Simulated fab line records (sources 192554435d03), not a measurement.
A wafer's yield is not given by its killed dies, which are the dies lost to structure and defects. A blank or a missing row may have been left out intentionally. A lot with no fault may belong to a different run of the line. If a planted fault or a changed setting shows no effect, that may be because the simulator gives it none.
Lot-split experiment / flow n5 finfet / route with 1938 steps; 7 lots, 21 wafers read

== THE SPLIT ==
At N5_BEOL_M7_COAT_05 (resist thk 90 nm), the setting spin rpm was moved away from the recipe's 1500 rpm on 11 of the 21 wafers read, by -10.8% to +10.0%. All remaining wafers had this setting at the recipe value.

== FROM THE SPLIT TO THE READING: what the file shows between them, 4 steps ==
- N5_BEOL_M7_EBR_07
- N5_BEOL_M7_SOFTBAKE_06: time 60 s
- N5_BEOL_M7_EXPOSE_08: exposes mask M7
- N5_BEOL_M7_PEB_09: peb time 60 s

== THE READING ==
CAR-ArF_of_BEOL_M7_COAT_05.thk nm (the simulator's own value, which no gauge read), in nm, at N5_BEOL_M7_DEVELOP_10 (develop time 30 s). There is no usual value for it anywhere in the file. Across the 10 wafers here that went through the recipe, the average is 88.2 nm and the standard deviation 0.23 nm.

wafer=L075.2; tool, chamber at the split=litho track-03, 0; spin rpm as run, rpm=1625; against the recipe=+8.3%; CAR-ArF_of_BEOL_M7_COAT_05.thk nm, nm=85.2; against lot-mates on the recipe=-3.4
wafer=L075.4; tool, chamber at the split=litho track-03, 0; spin rpm as run, rpm=1625; against the recipe=+8.3%; CAR-ArF_of_BEOL_M7_COAT_05.thk nm, nm=85.4; against lot-mates on the recipe=-3.2
wafer=L075.5; tool, chamber at the split=litho track-03, 0; spin rpm as run, rpm=1500; against the recipe=recipe; CAR-ArF_of_BEOL_M7_COAT_05.thk nm, nm=88.6; against lot-mates on the recipe=-
wafer=L081.4; tool, chamber at the split=litho track-03, 0; spin rpm as run, rpm=1650; against the recipe=+10.0%; CAR-ArF_of_BEOL_M7_COAT_05.thk nm, nm=83.6; against lot-mates on the recipe=-4.4
wafer=L081.5; tool, chamber at the split=litho track-03, 0; spin rpm as run, rpm=1500; against the recipe=recipe; CAR-ArF_of_BEOL_M7_COAT_05.thk nm, nm=88; against lot-mates on the recipe=-
wafer=L081.6; tool, chamber at the split=litho track-03, 0; spin rpm as run, rpm=1650; against the recipe=+10.0%; CAR-ArF_of_BEOL_M7_COAT_05.thk nm, nm=83.8; against lot-mates on the recipe=-4.2
wafer=L082.2; tool, chamber at the split=litho track-03, 0; spin rpm as run, rpm=1500; against the recipe=recipe; CAR-ArF_of_BEOL_M7_COAT_05.thk nm, nm=88.4; against lot-mates on the recipe=-
wafer=L082.3; tool, chamber at the split=litho track-03, 0; spin rpm as run, rpm=1500; against the recipe=recipe; CAR-ArF_of_BEOL_M7_COAT_05.thk nm, nm=88.4; against lot-mates on the recipe=-
wafer=L082.6; tool, chamber at the split=litho track-03, 0; spin rpm as run, rpm=1500; against the recipe=recipe; CAR-ArF_of_BEOL_M7_COAT_05.thk nm, nm=88.2; against lot-mates on the recipe=-
wafer=L085.1; tool, chamber at the split=litho track-03, 0; spin rpm as run, rpm=1500; against the recipe=recipe; CAR-ArF_of_BEOL_M7_COAT_05.thk nm, nm=88; against lot-mates on the recipe=-
wafer=L085.2; tool, chamber at the split=litho track-03, 0; spin rpm as run, rpm=1372; against the recipe=-8.5%; CAR-ArF_of_BEOL_M7_COAT_05.thk nm, nm=92.6; against lot-mates on the recipe=+4.6
wafer=L085.5; tool, chamber at the split=litho track-03, 0; spin rpm as run, rpm=1372; against the recipe=-8.5%; CAR-ArF_of_BEOL_M7_COAT_05.thk nm, nm=92; against lot-mates on the recipe=+4.0
wafer=L088.2; tool, chamber at the split=litho track-03, 0; spin rpm as run, rpm=1338; against the recipe=-10.8%; CAR-ArF_of_BEOL_M7_COAT_05.thk nm, nm=93.6; against lot-mates on the recipe=no lot-mate on the recipe
wafer=L088.5; tool, chamber at the split=litho track-03, 0; spin rpm as run, rpm=1338; against the recipe=-10.8%; CAR-ArF_of_BEOL_M7_COAT_05.thk nm, nm=93.6; against lot-mates on the recipe=no lot-mate on the recipe
wafer=L088.6; tool, chamber at the split=litho track-03, 0; spin rpm as run, rpm=1338; against the recipe=-10.8%; CAR-ArF_of_BEOL_M7_COAT_05.thk nm, nm=93.8; against lot-mates on the recipe=no lot-mate on the recipe
wafer=L093.2; tool, chamber at the split=litho track-03, 0; spin rpm as run, rpm=1500; against the recipe=recipe; CAR-ArF_of_BEOL_M7_COAT_05.thk nm, nm=88; against lot-mates on the recipe=-
wafer=L093.6; tool, chamber at the split=litho track-03, 0; spin rpm as run, rpm=1500; against the recipe=recipe; CAR-ArF_of_BEOL_M7_COAT_05.thk nm, nm=88; against lot-mates on the recipe=-
wafer=L093.4; tool, chamber at the split=litho track-03, 0; spin rpm as run, rpm=1500; against the recipe=recipe; CAR-ArF_of_BEOL_M7_COAT_05.thk nm, nm=88.2; against lot-mates on the recipe=-
wafer=L095.1; tool, chamber at the split=litho track-04, 0; spin rpm as run, rpm=1621; against the recipe=+8.1%; CAR-ArF_of_BEOL_M7_COAT_05.thk nm, nm=85.4; against lot-mates on the recipe=-3.2
wafer=L095.3; tool, chamber at the split=litho track-04, 0; spin rpm as run, rpm=1621; against the recipe=+8.1%; CAR-ArF_of_BEOL_M7_COAT_05.thk nm, nm=85.2; against lot-mates on the recipe=-3.4
wafer=L095.4; tool, chamber at the split=litho track-04, 0; spin rpm as run, rpm=1500; against the recipe=recipe; CAR-ArF_of_BEOL_M7_COAT_05.thk nm, nm=88.6; against lot-mates on the recipe=-

FIT RESULTS
A straight line over all 21 wafers: CAR-ArF_of_BEOL_M7_COAT_05.thk nm changes by -0.449 nm for each +1% of spin rpm; r = -0.99; the points scatter about the line by 0.39 nm.
The same after taking each lot's own level away (the mean of its wafers on the recipe; 18 wafers): -0.444 nm for each +1%; r = -1.00; scatter 0.24 nm.
On that fit, the largest move of spin rpm shifts the reading by 4.8 nm.
Across the lots, their own levels run from 88.00 to 88.60 nm, a range of 2.6 times the standard deviation given above.
The two slopes agree, so the slope changes little with the lot-to-lot level.
Check: with one of the wafers moved furthest among these (+10.0%) left out of the fit, the line predicts -4.27 nm for it against its lot-mates. It came out at -4.4 nm against them.

== THESE WAFERS: OTHER SPLITS ==
Before the reading, these wafers also passed through other splits. Each is held against what the fit with the lots' levels taken away leaves over:
other split on the same wafers=N5_BEOL_M5_EXPOSE_08 dose mj; wafers away from the commonest value=7; r with CAR-ArF_of_BEOL_M7_COAT_05.thk nm (lot level and that fit taken away)=+0.45

== THE WHOLE CHAIN: every reading that the file lists as answering this split, in the file's order ==
step=N5_BEOL_M7_COAT_05; what it does=resist thk 90 nm; reading=CAR-ArF_of_BEOL_M7_COAT_05.thk nm (the simulator's own value, which no gauge read); change (the file's fit)=-0.418 nm for each +1% of the setting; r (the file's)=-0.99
step=N5_BEOL_M7_DEVELOP_10; what it does=develop time 30 s; reading=CAR-ArF_of_BEOL_M7_COAT_05.thk nm (the simulator's own value, which no gauge read); change (the file's fit)=-0.435 nm for each +1% of the setting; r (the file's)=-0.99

== THE FILE'S OWN FIT ==
CAR-ArF_of_BEOL_M7_COAT_05.thk nm changes by -0.435 nm for each +1% of spin rpm, r = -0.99.
